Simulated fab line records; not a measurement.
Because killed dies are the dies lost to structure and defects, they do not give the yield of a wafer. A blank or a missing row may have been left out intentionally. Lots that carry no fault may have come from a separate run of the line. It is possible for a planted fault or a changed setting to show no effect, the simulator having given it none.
Chamber matching + flow nandHarc + rieDiel-10 running NHARC_A_STAIRCASE_ETCH_292: 4 sister chambers
The step etches the open film in CF4/CHF3. 20 wafers are shown with their chamber, then 10 later ones without.

== WAFERS PAIRED WITH THEIR CHAMBERS ==
| wafer  | chamber | showerheadPlenumPTorr (Torr) | rfVppV (V) | throttleValvePct (%) |
|--------|---------|------------------------------|------------|----------------------|
| L074.3 | 3       | 1.64                         | 372.4      | 16.797               |
| L074.5 | 2       | 1.66                         | 373.8      | 16.803               |
| L074.6 | 3       | 1.64                         | 371.3      | 16.801               |
| L077.2 | 3       | 1.63                         | 373.4      | 16.809               |
| L077.3 | 1       | 1.69                         | 374.4      | 16.806               |
| L077.5 | 1       | 1.69                         | 373.6      | 16.803               |
| L075.2 | 0       | 1.49                         | 366.9      | 16.821               |
| L075.3 | 1       | 1.69                         | 375.1      | 16.815               |
| L075.5 | 0       | 1.49                         | 367.8      | 16.785               |
| L079.1 | 3       | 1.63                         | 372.3      | 16.800               |
| L079.4 | 2       | 1.65                         | 372.6      | 16.804               |
| L079.6 | 2       | 1.65                         | 373.5      | 16.799               |
| L082.2 | 1       | 1.69                         | 374.7      | 16.808               |
| L082.3 | 3       | 1.63                         | 372.0      | 16.788               |
| L082.4 | 0       | 1.49                         | 369.4      | 16.821               |
| L087.1 | 1       | 1.69                         | 374.7      | 16.810               |
| L087.3 | 2       | 1.65                         | 371.7      | 16.790               |
| L087.5 | 0       | 1.49                         | 368.3      | 16.810               |
| L086.3 | 1       | 1.69                         | 372.6      | 16.818               |
| L086.5 | 3       | 1.63                         | 372.3      | 16.803               |

SIGNATURES (averages over the wafers above)
| reading               | chamber 0 | chamber 1 | chamber 2 | chamber 3 | scatter within a chamber |
|-----------------------|-----------|-----------|-----------|-----------|--------------------------|
| showerheadPlenumPTorr | 1.4900    | 1.6900    | 1.6525    | 1.6333    | 0.00361                  |
| rfVppV                | 368.100   | 374.183   | 372.900   | 372.283   | 0.885                    |
| throttleValvePct      | 16.80925  | 16.81000  | 16.79900  | 16.79967  | 0.00931                  |
Rule: distance of a wafer from a chamber = root of the sum over the readings of ((wafer's reading minus chamber's mean) / reading's scatter) squared. If the next closest chamber is less than 2 further off than the closest, the wafer can't be placed; otherwise it belongs to the closest. The scatter: the root of (the sum of the squares of (reading less its chamber's mean) over the shown wafers, divided by (wafers less chambers)).

== WAFERS WHOSE CHAMBER IS MISSING ==
| wafer  | showerheadPlenumPTorr (Torr) | rfVppV (V) | throttleValvePct (%) |
|--------|------------------------------|------------|----------------------|
| L086.6 | 1.49                         | 368.8      | 16.813               |
| L090.1 | 1.49                         | 367.6      | 16.806               |
| L090.4 | 1.63                         | 372.1      | 16.823               |
| L090.6 | 1.68                         | 374.9      | 16.807               |
| L092.1 | 1.65                         | 372.8      | 16.812               |
| L092.3 | 1.62                         | 372.6      | 16.803               |
| L092.4 | 1.68                         | 374.7      | 16.794               |
| L096.1 | 1.62                         | 373.6      | 16.799               |
| L096.5 | 1.68                         | 374.0      | 16.784               |
| L096.6 | 1.48                         | 367.1      | 16.810               |

== WHICH CHAMBER EACH WENT THROUGH ==
| wafer  | from the rows above | in truth |
|--------|---------------------|----------|
| L086.6 | 0                   | 0        |
| L090.1 | 0                   | 0        |
| L090.4 | 3                   | 3        |
| L090.6 | 1                   | 1        |
| L092.1 | 2                   | 2        |
| L092.3 | 3                   | 3        |
| L092.4 | 1                   | 1        |
| L096.1 | 3                   | 3        |
| L096.5 | 1                   | 1        |
| L096.6 | 0                   | 0        |
10 of 10 placed correctly. From these rows, 0 cannot be placed. 0 placed wrongly.
